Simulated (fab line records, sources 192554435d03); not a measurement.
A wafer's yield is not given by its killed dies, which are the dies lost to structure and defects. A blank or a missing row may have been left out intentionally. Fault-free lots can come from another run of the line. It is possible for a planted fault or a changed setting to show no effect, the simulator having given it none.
What tool caused it?	flow n5-finfet	9 lots, 24 wafers sampled, at 6 steps of a route of 1938

## WHAT THE GAUGES READ, wafer by wafer
N5_BEOL_M1_CD_MEAS_28: target cd y 23.3 nm.
lot	measured	on	cd-nm (nm)
L348	day 6 11:07	cd-sem-01	24.15 24.42
L349	day 6 11:19	cd-sem-01	23.85 24.11 24.13
L352	day 7 10:01	cd-sem-03	23.97 24.14 23.87
L353	day 7 22:22	cd-sem-03	24.17 23.78 23.95
L355	day 8 08:15	cd-sem-02	24.16 24.16 24.01
L357	day 8 16:10	cd-sem-03	23.76 23.64 23.52
L359	day 9 09:00	cd-sem-02	24.16 23.88
L362	day 9 23:08	cd-sem-02	23.80 24.24 24.44
L368	day 11 02:38	cd-sem-01	23.95 24.51

N5_BEOL_M1_OCD_MEAS_38.
lot	measured	on	trench-depth-nm (nm)
L348	day 6 11:58	ocd-02	56.8 56.8
L349	day 6 12:37	ocd-02	55.6 54.7 55.9
L352	day 7 11:13	ocd-02	55.8 53.8 55.7
L353	day 8 06:46	ocd-01	55.5 56.3 54.0
L355	day 8 15:55	ocd-02	54.5 56.0 56.3
L357	day 8 17:01	ocd-02	57.5 54.6 55.0
L359	day 9 18:04	ocd-01	55.9 54.8
L362	day 10 00:01	ocd-01	54.7 57.0 54.3
L368	day 11 04:41	ocd-01	55.7 80.3

N5_BEOL_M4_RC_MEAS_101.
lot	measured	on	CHAIN_V0 (ohm/link)	CHAIN_V0_max_site (ohm/link)	DIBL_N (mV/V)	DIBL_P (mV/V)	IOFF_N (nA/um)	IOFF_P (nA/um)	ION_N (uA/um)	ION_P (uA/um)	SS_N (mV/dec)	SS_P (mV/dec)	VT_N (mV)	VT_P (mV)
L348	day 8 00:44	prober-01	224 234	230 243	37.3 35.4	37.3 35.0	0.17 0.14	0.21 0.19	674 667	461 454	71.5 71.6	73.2 72.4	251 251	-254 -253
L349	day 8 00:55	prober-02	259 252 250	270 264 258	36.3 35.1 32.8	37.2 36.8 34.1	0.17 0.15 0.12	0.21 0.19 0.16	675 662 672	458 454 463	72.3 71.6 70.7	73.5 73.3 72.1	249 251 253	-252 -252 -255
L352	day 9 03:22	prober-01	232 228 225	239 235 233	38.7 36.1 33.1	39.3 35.5 32.3	0.21 0.16 0.12	0.26 0.19 0.16	690 675 662	471 459 452	72.2 72.4 71.2	74.5 73.7 72.1	245 249 252	-249 -251 -253
L353	day 9 19:13	prober-01	236 234 241	242 237 248	43.9 41.1 37.2	43.5 40.2 35.3	0.29 0.22 0.14	0.34 0.26 0.19	693 687 684	471 469 467	72.5 72.6 71.3	75.3 74.2 73.0	245 243 252	-245 -247 -255
L355	day 10 03:46	prober-01	237 252 238	248 257 243	35.3 37.6 39.0	34.6 36.8 39.5	0.13 0.16 0.21	0.17 0.20 0.24	673 662 684	464 450 464	70.8 71.5 72.3	72.6 74.0 74.1	251 252 246	-255 -254 -252
L357	day 10 11:47	prober-01	225 262 230	233 268 238	32.1 37.1 35.9	32.0 37.1 37.0	0.11 0.16 0.15	0.13 0.19 0.20	679 687 676	457 463 453	70.8 72.5 71.3	71.7 72.6 72.6	251 250 247	-258 -254 -252
L359	day 11 07:55	prober-01	243 245	247 250	34.9 35.5	34.8 36.6	0.14 0.15	0.18 0.20	681 666	466 456	71.4 71.6	72.5 73.4	250 246	-250 -254
L362	day 12 00:31	prober-01	237 223 231	241 228 240	35.9 34.5 33.3	34.9 34.9 32.4	0.14 0.14 0.10	0.17 0.17 0.15	670 656 632	458 452 438	71.9 71.3 71.4	73.3 74.0 73.3	253 248 254	-257 -256 -259
L368	day 13 02:10	prober-02	232 188	240 190	35.9 32.9	36.9 32.5	0.17 0.12	0.28 0.19	684 663	476 462	71.5 70.3	74.2 72.6	249 255	-243 -249

## TOOL THAT RAN EACH LOT (tool first, then ch and the chambers of the sampled wafers, then the start)
lot	N5_BEOL_M1_TRENCH_ETCH_37	N5_BEOL_M1_ETCH_41	N5_BEOL_M1_PRE_CLEAN_45
L348	rie-diel-03 ch 1,3, day 6 11:48	rie-diel-03 ch 1,3, day 6 11:58 or earlier	pvd-sputter-03, day 6 12:26
L349	rie-diel-03 ch 1,2,3, day 6 12:27	rie-diel-03 ch 1,2,3, day 6 12:37 or earlier	pvd-sputter-03, day 6 12:53
L352	rie-diel-05 ch 0,1,2, day 7 11:04	rie-diel-05 ch 0,1,2, day 7 11:13 or earlier	pvd-sputter-02, day 7 11:34
L353	rie-diel-02 ch 1,2, day 8 06:36	rie-diel-02 ch 1,2, day 8 06:46 or earlier	pvd-sputter-02, day 8 07:29
L355	rie-diel-05 ch 0,1, day 8 15:46	rie-diel-05 ch 0,1, day 8 15:55 or earlier	pvd-sputter-02, day 8 16:39
L357	rie-diel-02 ch 0,2, day 8 16:51	rie-diel-02 ch 0,2, day 8 17:01 or earlier	pvd-sputter-02, day 8 18:52
L359	rie-diel-03 ch 0,3, day 9 17:54	rie-diel-03 ch 0,3, day 9 18:04 or earlier	pvd-sputter-02, day 9 18:35
L362	rie-diel-03 ch 1,2, day 9 23:52	rie-diel-03 ch 1,2, day 10 00:01 or earlier	pvd-sputter-02, day 10 00:16
L368	rie-diel-03 ch 1,3, day 11 04:31	rie-diel-03 ch 1,3, day 11 04:41 or earlier	pvd-sputter-01, day 11 05:38
- N5_BEOL_M1_TRENCH_ETCH_37: etches SiOC in C4F6/O2, target depth 55.207 nm, time 29 s.
- N5_BEOL_M1_ETCH_41: etches SiCN in CH3F/O2, target depth 31.9 nm, time 57.8 s.
- N5_BEOL_M1_PRE_CLEAN_45: time 30 s.

## AS READ BY THE TOOLS THEMSELVES (means over the sampled wafers that have a number; for cases with no such wafer, the mark the record gives instead)
N5_BEOL_M1_TRENCH_ETCH_37.
lot	tool	C4F6_flow_sccm (sccm)	bias-w (W)	drypump-motor-current-A (A)	oes-product-au (a.u.)	rf-vpp-V (V)	showerhead-plenum-p-Torr (Torr)	throttle-valve-pct (%)
L348	rie-diel-03	10.026	184.6	5.7	0.91	672	2.88	20.53
L349	rie-diel-03	10.022	184.8	5.7	0.83	668	2.89	20.64
L352	rie-diel-05	9.995	185.0	5.8	0.76	658	2.87	20.65
L353	rie-diel-02	10.007	184.8	5.9	0.77	669	2.79	20.83
L355	rie-diel-05	9.995	184.5	5.7	0.74	661	2.89	20.65
L357	rie-diel-02	9.991	184.8	6.1	0.78	674	2.83	20.79
L359	rie-diel-03	9.991	185.6	5.9	0.81	672	2.80	20.66
L362	rie-diel-03	9.978	185.5	5.4	0.76	668	2.91	20.79
L368	rie-diel-03	10.018	184.0	5.7	0.96	672	2.87	20.61

N5_BEOL_M1_ETCH_41.
lot	tool	bias-w (W)	drypump-motor-current-A (A)	oes-product-au (a.u.)	rf-vpp-V (V)	showerhead-plenum-p-Torr (Torr)	throttle-valve-pct (%)
L348	rie-diel-03	75.09	5.8	0.90	298.0	2.03	16.02
L349	rie-diel-03	74.97	5.7	0.83	298.8	2.04	16.13
L352	rie-diel-05	75.00	5.8	0.76	298.2	2.02	16.16
L353	rie-diel-02	75.10	6.0	0.78	295.7	1.96	16.30
L355	rie-diel-05	74.88	5.7	0.73	298.7	2.03	16.19
L357	rie-diel-02	75.08	6.1	0.77	297.1	1.99	16.27
L359	rie-diel-03	75.12	5.9	0.82	297.4	1.97	16.13
L362	rie-diel-03	75.09	5.4	0.76	297.9	2.05	16.31
L368	rie-diel-03	75.05	5.7	0.84	297.4	2.01	16.07

N5_BEOL_M1_PRE_CLEAN_45.
lot	tool	heater-power-w (W)
L348	pvd-sputter-03	340
L349	pvd-sputter-03	338
L352	pvd-sputter-02	315
L353	pvd-sputter-02	330
L355	pvd-sputter-02	335
L357	pvd-sputter-02	324
L359	pvd-sputter-02	321
L362	pvd-sputter-02	331
L368	pvd-sputter-01	300

## THE ANSWER, worked out from the rows above alone
Rule: what is usual is taken from the lots themselves. The widest of any qualifying gaps counts: lots, ordered by their means at a reading, are off when they make up no more than a third of the lots, leave a main group of 4 or more, and stand apart from it by 3 or more times the standard deviation of that group's means. A main group whose means are all the same, to the digits that the tables above print for the reading, isn't used. Also off: a lot with no number at a reading for which 4 or more lots have one. All remaining lots with rows at the step are treated as sound. First the gauges in route order, then the tools' own readings, where a lot's mean is used as printed above. The first step at which some lot is off is used, and at that step the reading that is off furthest; a lot without a number counts as furthest.
Off: L368, at N5_BEOL_M1_OCD_MEAS_38 (trench-depth-nm). For the main group the mean is 55.6 nm and the standard deviation 0.5.
A tool fits if, at a process step before that reading, it ran every lot that is off, and no sound lot after the first of them. Those tools and the gauges at N5_BEOL_M1_OCD_MEAS_38 are tried in the same way. With no start given for some of its lots, N5_BEOL_M1_ETCH_41 uses the hours and lot order of N5_BEOL_M1_OCD_MEAS_38. This does not decide it: 2 tools fit, namely rie-diel-03 at N5_BEOL_M1_TRENCH_ETCH_37 and N5_BEOL_M1_ETCH_41 and ocd-01 at N5_BEOL_M1_OCD_MEAS_38.

## WHAT THE SIMULATOR PUT IN
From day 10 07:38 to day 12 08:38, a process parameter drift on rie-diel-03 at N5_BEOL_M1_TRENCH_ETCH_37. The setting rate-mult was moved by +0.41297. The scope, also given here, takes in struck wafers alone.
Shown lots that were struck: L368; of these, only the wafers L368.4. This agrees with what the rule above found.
